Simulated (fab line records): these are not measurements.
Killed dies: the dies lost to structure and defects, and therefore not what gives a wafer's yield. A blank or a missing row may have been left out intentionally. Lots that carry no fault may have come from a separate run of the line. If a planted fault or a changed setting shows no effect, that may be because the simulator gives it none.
Lot-split experiment + flow n5-finfet + route with 1938 steps; 7 lots, 39 wafers read

## ABOUT THE SPLIT
At N5_HKMG_FIN_ETCH_35 (etches SOC in N2/H2, target depth 215.8 nm, time 243.4 s), the setting time-s was moved away from the recipe's 243.4 s on 15 of the 39 wafers read, by -23.9% to +21.1%. The other wafers ran this setting at the recipe's value.

The reading is taken at the split's own step.

## THE READING
HKMG_FIN.feature-depth-nm (the simulator's own value, which no gauge read), in nm, at N5_HKMG_FIN_ETCH_35 (etches SOC in N2/H2, target depth 215.8 nm, time 243.4 s). There is no usual value for it anywhere in the file. The 24 wafers here that ran the recipe average 216.5 nm, standard deviation 5.2 nm.

| wafer  | tool, chamber at the split | time-s as run, s | against the recipe | HKMG_FIN.feature-depth-nm, nm | against lot-mates on the recipe |
|--------|----------------------------|------------------|--------------------|-------------------------------|---------------------------------|
| L075.1 | rie-diel-06, 2             | 243.4            | recipe             | 212.8                         | -                               |
| L075.2 | rie-diel-06, 3             | 243.4            | recipe             | 214.2                         | -                               |
| L075.3 | rie-diel-06, 1             | 281.8            | +15.8%             | 264.6                         | +51.0                           |
| L075.4 | rie-diel-06, 0             | 281.8            | +15.8%             | 247.8                         | +34.2                           |
| L075.5 | rie-diel-06, 0             | 243.4            | recipe             | 213.8                         | -                               |
| L075.6 | rie-diel-06, 3             | 281.8            | +15.8%             | 249.6                         | +36.0                           |
| L076.1 | rie-diel-06, 3             | 185.2            | -23.9%             | 161.4                         | -56.4                           |
| L076.2 | rie-diel-06, 2             | 185.2            | -23.9%             | 162.2                         | -55.6                           |
| L076.3 | rie-diel-06, 1             | 243.4            | recipe             | 226.6                         | -                               |
| L076.4 | rie-diel-06, 0             | 185.2            | -23.9%             | 161.2                         | -56.6                           |
| L076.5 | rie-diel-06, 3             | 243.4            | recipe             | 213.4                         | -                               |
| L076.6 | rie-diel-06, 2             | 243.4            | recipe             | 213.4                         | -                               |
| L077.1 | rie-diel-05, 3             | 243.4            | recipe             | 211.4                         | -                               |
| L077.4 | rie-diel-05, 2             | 243.4            | recipe             | 221.2                         | -                               |
| L077.6 | rie-diel-05, 0             | 243.4            | recipe             | 212.8                         | -                               |
| L079.1 | rie-diel-04, 2             | 243.4            | recipe             | 223.4                         | -                               |
| L079.2 | rie-diel-04, 0             | 243.4            | recipe             | 221.2                         | -                               |
| L079.3 | rie-diel-04, 1             | 243.4            | recipe             | 209.2                         | -                               |
| L079.4 | rie-diel-04, 3             | 243.4            | recipe             | 224.6                         | -                               |
| L079.5 | rie-diel-04, 0             | 243.4            | recipe             | 218                           | -                               |
| L079.6 | rie-diel-04, 1             | 243.4            | recipe             | 208.8                         | -                               |
| L089.1 | rie-diel-05, 2             | 294.8            | +21.1%             | 270                           | +52.4                           |
| L089.2 | rie-diel-05, 1             | 243.4            | recipe             | 220.4                         | -                               |
| L089.3 | rie-diel-05, 0             | 294.8            | +21.1%             | 262                           | +44.4                           |
| L089.4 | rie-diel-05, 3             | 243.4            | recipe             | 215.6                         | -                               |
| L089.5 | rie-diel-05, 1             | 294.8            | +21.1%             | 265.4                         | +47.8                           |
| L089.6 | rie-diel-05, 0             | 243.4            | recipe             | 216.8                         | -                               |
| L092.1 | rie-diel-04, 3             | 243.4            | recipe             | 218                           | -                               |
| L092.2 | rie-diel-04, 1             | 243.4            | recipe             | 204.4                         | -                               |
| L092.3 | rie-diel-04, 2             | 279              | +14.6%             | 249.4                         | +35.1                           |
| L092.4 | rie-diel-04, 0             | 243.4            | recipe             | 220.4                         | -                               |
| L092.5 | rie-diel-04, 3             | 279              | +14.6%             | 251.6                         | +37.3                           |
| L092.6 | rie-diel-04, 0             | 279              | +14.6%             | 252                           | +37.7                           |
| L093.1 | rie-diel-04, 3             | 243.4            | recipe             | 218.2                         | -                               |
| L093.2 | rie-diel-04, 2             | 267.8            | +10.0%             | 243.8                         | +25.3                           |
| L093.3 | rie-diel-04, 1             | 267.8            | +10.0%             | 226.2                         | +7.7                            |
| L093.4 | rie-diel-04, 1             | 267.8            | +10.0%             | 225.2                         | +6.7                            |
| L093.5 | rie-diel-04, 3             | 243.4            | recipe             | 217                           | -                               |
| L093.6 | rie-diel-04, 2             | 243.4            | recipe             | 220.4                         | -                               |

THE FIT
A straight line over all 39 wafers: HKMG_FIN.feature-depth-nm changes by +2.29 nm for each +1% of time-s; r = +0.97; the points scatter about the line by 5.9 nm.
The same after taking each lot's own level away (the mean of its wafers on the recipe; 39 wafers): +2.33 nm for each +1%; r = +0.97; scatter 6.1 nm.
That fit puts the effect of the largest move of time-s on the reading at 56 nm.
The lots' own levels span 213.60 to 218.53 nm, that is 0.9 times the standard deviation above.
The two slopes are in agreement: the lot-to-lot level therefore moves the slope only a little.
Check: with one of the wafers moved furthest among these (-23.9%) left out of the fit, the line predicts -56.1 nm for it against its lot-mates. It came out at -56.4 nm against them.

## ADDITIONAL SPLITS CARRIED BY THESE WAFERS
Note: prior to the reading, these wafers also went through further splits. Each is held against what the fit with the lots' levels taken away leaves over:
| other split on the same wafers        | wafers away from the commonest value | r with HKMG_FIN.feature-depth-nm (lot level and that fit taken away) |
|---------------------------------------|--------------------------------------|----------------------------------------------------------------------|
| N5_WELL_APT_EPI_41 target-thk-a       | 15                                   | -0.07                                                                |
| N5_FIN_CUT_CUT_ETCH_26 target-depth-a | 12                                   | -0.08                                                                |
| N5_SD_EPI_P_EPI_21 time-s             | 9                                    | +0.01                                                                |

## THE WHOLE CHAIN: every reading that the file lists as answering this split, in the file's order
| step                | what it does                                             | reading                                                                         | change (the file's fit)              | r (the file's) |
|---------------------|----------------------------------------------------------|---------------------------------------------------------------------------------|--------------------------------------|----------------|
| N5_HKMG_FIN_ETCH_35 | etches SOC in N2/H2, target depth 215.8 nm, time 243.4 s | etch.depth-nm (the simulator's own value, which no gauge read)                  | +2.32 nm for each +1% of the setting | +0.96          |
| N5_HKMG_FIN_ETCH_35 | etches SOC in N2/H2, target depth 215.8 nm, time 243.4 s | SOC_of_HKMG_FIN_COAT_29.thk-nm (the simulator's own value, which no gauge read) | -2.32 nm for each +1% of the setting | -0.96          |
| N5_HKMG_FIN_ETCH_35 | etches SOC in N2/H2, target depth 215.8 nm, time 243.4 s | HKMG_FIN.feature-depth-nm (the simulator's own value, which no gauge read)      | +2.32 nm for each +1% of the setting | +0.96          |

## FILE'S OWN FIT
HKMG_FIN.feature-depth-nm changes by +2.32 nm for each +1% of time-s, r = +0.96.
